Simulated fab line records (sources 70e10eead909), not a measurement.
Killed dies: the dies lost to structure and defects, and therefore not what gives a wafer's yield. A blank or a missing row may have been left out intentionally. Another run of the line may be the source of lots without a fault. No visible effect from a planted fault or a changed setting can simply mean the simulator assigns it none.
What tool caused it? | flow nand_harc | 11 lots, 33 wafers sampled, at 5 steps of a route of 1159

## WHAT EACH GAUGE READ, for each wafer
NHARC_END_SORT_01. Usual: killed_at_array 27, standard deviation 8.8; killed_at_other 0.4, standard deviation 0.82; killed_at_periphery 3.1, standard deviation 2.1; killed_dies 31, standard deviation 8.8; killed_open 3.3, standard deviation 2; killed_short 2.0, standard deviation 1.4.
lot  | measured     | on        | killed_at_array | killed_at_other | killed_at_periphery | killed_dies | killed_open | killed_short | flag
L204 | day 22 01:23 | prober-02 | 24 440 23       | 3 2 5           | 4 2 4               | 31 444 32   | 2 7 3       | 0 1 5        | OFF

## WHICH TOOL RAN EACH LOT (tool, then ch and the chambers of the sampled wafers, then the start)
lot  | NHARC_A_STAIRCASE_ETCH_27                     | NHARC_A_STAIRCASE_TRIM_200                    | NHARC_A_STAIRCASE_ETCH_201         | NHARC_A_STAIRCASE_TRIM_202
L191 | rie_diel-04 ch 0,1,3, day 11 01:49 or earlier | rie_diel-09 ch 1,2, day 11 01:49 or earlier   | rie_diel-09 ch 2,3, day 11 01:49   | rie_diel-09 ch 1,3, no start
L193 | rie_diel-11 ch 0,2,3, day 11 01:49 or earlier | rie_diel-11 ch 0,3, day 11 01:49 or earlier   | rie_diel-11 ch 0,1, day 11 01:49   | rie_diel-11 ch 1,2,3, no start
L192 | rie_diel-09 ch 0,2, day 11 12:51 or earlier   | rie_diel-09 ch 0,1,3, day 11 12:51 or earlier | rie_diel-09 ch 1,2,3, day 11 12:51 | rie_diel-09 ch 0,2, no start
L195 | rie_diel-04 ch 2,3, day 11 21:46 or earlier   | rie_diel-11 ch 1,2,3, day 11 21:46 or earlier | rie_diel-11 ch 0,1,3, day 11 21:46 | rie_diel-11 ch 0,1, no start
L194 | rie_diel-11 ch 1,2,3, day 11 21:48 or earlier | rie_diel-04 ch 2,3, day 11 21:48 or earlier   | rie_diel-04 ch 0,2, day 11 21:48   | rie_diel-04 ch 1,3, no start
L201 | rie_diel-09 ch 1,2,3, day 13 07:38 or earlier | rie_diel-09 ch 1,2,3, day 13 07:38 or earlier | rie_diel-09 ch 1,2,3, day 13 07:38 | rie_diel-09 ch 0,1,3, no start
L204 | rie_diel-04 ch 0,1,3, day 14 01:14 or earlier | rie_diel-04 ch 0,1,3, day 14 01:14 or earlier | rie_diel-04 ch 0,2,3, day 14 01:14 | rie_diel-04 ch 0,2,3, day 22 01:23 or earlier
L207 | rie_diel-11 ch 0,2,3, day 14 23:02 or earlier | rie_diel-09 ch 1,2, day 14 23:02 or earlier   | rie_diel-09 ch 1,2,3, day 14 23:02 | rie_diel-09 ch 0,1,2, no start
L210 | rie_diel-11 ch 0,2,3, day 16 01:21 or earlier | rie_diel-09 ch 1,2,3, day 16 01:21 or earlier | rie_diel-09 ch 1,3, day 16 01:21   | rie_diel-09 ch 1,2,3, no start
L213 | rie_diel-04 ch 0,3, day 16 08:08 or earlier   | rie_diel-04 ch 0,1,2, day 16 08:08            | rie_diel-09 ch 1,2, day 16 08:18   | rie_diel-09 ch 0,1,2, no start
L214 | rie_diel-04 ch 0,1,2, day 16 11:46 or earlier | rie_diel-09 ch 0,2,3, day 16 11:46 or earlier | rie_diel-09 ch 1,2,3, day 16 11:46 | rie_diel-09 ch 0,2,3, no start
- NHARC_A_STAIRCASE_ETCH_27: etches the open film in C4F8/O2, target depth 100 nm, time 40.5 s.
- NHARC_A_STAIRCASE_TRIM_200: chemistry O2, time 211.2 s.
- NHARC_A_STAIRCASE_ETCH_201: etches the open film in C4F8/O2, target depth 100 nm, time 40.5 s.
- NHARC_A_STAIRCASE_TRIM_202: chemistry O2, time 211.2 s.

## WHAT THE TOOLS THEMSELVES READ (means of the sampled wafers that have a number; where no wafer has one, the mark that the record gives instead)
NHARC_A_STAIRCASE_ETCH_27. Usual: chamber_pressure_mTorr 25.001 mTorr, standard deviation 0.022; oes_product_au 0.945 a.u., standard deviation 0.011; rf_vpp_V 897 V, standard deviation 3.8.
lot  | tool        | chamber_pressure_mTorr (mTorr) | oes_product_au (a.u.) | rf_vpp_V (V) | flag
L191 | rie_diel-04 | 25.000                         | 0.947                 | 900          |
L193 | rie_diel-11 | 24.991                         | 0.941                 | 898          |
L192 | rie_diel-09 | 25.005                         | 0.935                 | 899          |
L195 | rie_diel-04 | 24.995                         | 0.960                 | 899          |
L194 | rie_diel-11 | 25.006                         | 0.940                 | 895          |
L201 | rie_diel-09 | 24.984                         | 0.936                 | 896          |
L204 | rie_diel-04 | 25.013                         | 0.950                 | 899          |
L207 | rie_diel-11 | 25.003                         | 0.941                 | 897          |
L210 | rie_diel-11 | 24.996                         | 0.941                 | 896          |
L213 | rie_diel-04 | 25.003                         | 0.949                 | 898          |
L214 | rie_diel-04 | 25.014                         | 0.956                 | 900          |

NHARC_A_STAIRCASE_TRIM_200. Usual: chamber_pressure_mTorr 60.00 mTorr, standard deviation 0.057; drypump_motor_current_A 5.7 A, standard deviation 0.47; oes_product_au 1.003 a.u., standard deviation 0.01; rf_vpp_V 57.9 V, standard deviation 0.8; showerhead_plenum_p_Torr 3.58 Torr, standard deviation 0.099; throttle_valve_pct 17.036 %, standard deviation 0.0086.
lot  | tool        | chamber_pressure_mTorr (mTorr) | drypump_motor_current_A (A) | oes_product_au (a.u.) | rf_vpp_V (V) | showerhead_plenum_p_Torr (Torr) | throttle_valve_pct (%) | flag
L191 | rie_diel-09 | 60.02                          | 6.3                         | 1.010                 | 58.9         | 3.66                            | 17.034                 |
L193 | rie_diel-11 | 60.01                          | 5.7                         | 0.993                 | 57.9         | 3.52                            | 17.038                 |
L192 | rie_diel-09 | 60.02                          | 6.0                         | 1.008                 | 57.9         | 3.60                            | 17.036                 |
L195 | rie_diel-11 | 59.96                          | 5.5                         | 1.009                 | 57.3         | 3.50                            | 17.040                 |
L194 | rie_diel-04 | 60.03                          | 5.9                         | 1.016                 | 57.9         | 3.57                            | 17.037                 |
L201 | rie_diel-09 | 59.97                          | 5.9                         | 0.996                 | 57.1         | 3.55                            | 17.038                 |
L204 | rie_diel-04 | 60.05                          | 5.7                         | 1.007                 | 57.5         | 3.61                            | 17.033                 |
L207 | rie_diel-09 | 59.97                          | 5.9                         | 0.992                 | 58.2         | 3.59                            | 17.043                 |
L210 | rie_diel-09 | 60.02                          | 5.9                         | 0.992                 | 57.8         | 3.54                            | 17.035                 |
L213 | rie_diel-04 | 59.99                          | 5.5                         | 1.010                 | 58.6         | 3.65                            | 17.029                 |
L214 | rie_diel-09 | 59.98                          | 5.5                         | 1.003                 | 58.2         | 3.54                            | 17.035                 |

NHARC_A_STAIRCASE_ETCH_201. Usual: chamber_pressure_mTorr 25.000 mTorr, standard deviation 0.024; oes_product_au 0.945 a.u., standard deviation 0.015; rf_vpp_V 898 V, standard deviation 3.8.
lot  | tool        | chamber_pressure_mTorr (mTorr) | oes_product_au (a.u.) | rf_vpp_V (V) | flag
L191 | rie_diel-09 | 25.012                         | 0.939                 | 894          |
L193 | rie_diel-11 | 24.982                         | 0.949                 | 893          |
L192 | rie_diel-09 | 25.014                         | 0.951                 | 897          |
L195 | rie_diel-11 | 24.986                         | 0.935                 | 893          |
L194 | rie_diel-04 | 24.991                         | 0.943                 | 901          |
L201 | rie_diel-09 | 24.994                         | 0.946                 | 898          |
L204 | rie_diel-04 | 25.001                         | 0.907                 | 899          |
L207 | rie_diel-09 | 24.995                         | 0.942                 | 897          |
L210 | rie_diel-09 | 25.012                         | 0.926                 | 898          |
L213 | rie_diel-09 | 25.030                         | 0.985                 | 900          |
L214 | rie_diel-09 | 25.000                         | 0.919                 | 896          |

NHARC_A_STAIRCASE_TRIM_202. Usual: chamber_pressure_mTorr 60.00 mTorr, standard deviation 0.065; drypump_motor_current_A 5.8 A, standard deviation 0.46; oes_product_au 1.003 a.u., standard deviation 0.011; rf_vpp_V 57.9 V, standard deviation 0.91; showerhead_plenum_p_Torr 3.58 Torr, standard deviation 0.11; throttle_valve_pct 17.036 %, standard deviation 0.009.
lot  | tool        | chamber_pressure_mTorr (mTorr) | drypump_motor_current_A (A) | oes_product_au (a.u.) | rf_vpp_V (V) | showerhead_plenum_p_Torr (Torr) | throttle_valve_pct (%) | flag
L191 | rie_diel-09 | 60.07                          | 6.1                         | 0.996                 | 57.6         | 3.51                            | 17.032                 |
L193 | rie_diel-11 | 59.97                          | 5.4                         | 1.000                 | 57.9         | 3.50                            | 17.033                 |
L192 | rie_diel-09 | 60.04                          | 5.5                         | 0.997                 | 58.4         | 3.66                            | 17.049                 |
L195 | rie_diel-11 | 59.95                          | 5.6                         | 1.005                 | 57.3         | 3.42                            | 17.036                 |
L194 | rie_diel-04 | 59.99                          | 5.5                         | 1.003                 | 57.9         | 3.63                            | 17.039                 |
L201 | rie_diel-09 | 60.01                          | 6.0                         | 1.006                 | 57.8         | 3.60                            | 17.033                 |
L204 | rie_diel-04 | 60.00                          | 5.8                         | 1.004                 | 57.1         | 3.60                            | 17.037                 |
L207 | rie_diel-09 | 60.01                          | 5.9                         | 0.987                 | 57.2         | 3.64                            | 17.034                 |
L210 | rie_diel-09 | 59.97                          | 6.0                         | 1.003                 | 57.5         | 3.54                            | 17.037                 |
L213 | rie_diel-09 | 60.02                          | 5.9                         | 1.004                 | 57.6         | 3.63                            | 17.040                 |
L214 | rie_diel-09 | 60.09                          | 5.6                         | 0.997                 | 57.5         | 3.54                            | 17.041                 |

## THE ANSWER, worked out from the rows above alone
Rule: a lot is off if the mean of its wafers that have a number lies more than 3 standard deviations from the usual mean. A lot without any number at a reading at which 4 lots or more have one is off too. Any other lot the step has rows for is counted as sound. Order of review: gauges by route order, followed by the tools' own readings, for which a lot's mean as printed above is used. At the first step where some lot is off, the reading lying furthest off is the one used; lots without a number count as furthest.
Off: L204 (NHARC_END_SORT_01, killed_dies). Neither off nor sound, because the step has no rows for them: L191, L193, L192, L195, L194, L201, L207, L210, L213, L214.
A tool fits if, at a process step before that reading, it ran every lot that is off, and no sound lot after the first of them. Gauges at NHARC_END_SORT_01: tried the same way as those tools. NHARC_A_STAIRCASE_ETCH_27: start missing for some lots; hours and lot order therefore follow NHARC_A_STAIRCASE_ETCH_201. NHARC_A_STAIRCASE_TRIM_200: start missing for some lots; hours and lot order therefore follow NHARC_A_STAIRCASE_ETCH_201. NHARC_A_STAIRCASE_TRIM_202: start missing for some lots; hours and lot order therefore follow NHARC_END_SORT_01. Can't be told from this: 2 tools fit, rie_diel-04 at NHARC_A_STAIRCASE_ETCH_27 and NHARC_A_STAIRCASE_TRIM_200 and NHARC_A_STAIRCASE_ETCH_201 and NHARC_A_STAIRCASE_TRIM_202, prober-02 at NHARC_END_SORT_01.

## WHAT WAS PUT IN BY THE SIMULATOR
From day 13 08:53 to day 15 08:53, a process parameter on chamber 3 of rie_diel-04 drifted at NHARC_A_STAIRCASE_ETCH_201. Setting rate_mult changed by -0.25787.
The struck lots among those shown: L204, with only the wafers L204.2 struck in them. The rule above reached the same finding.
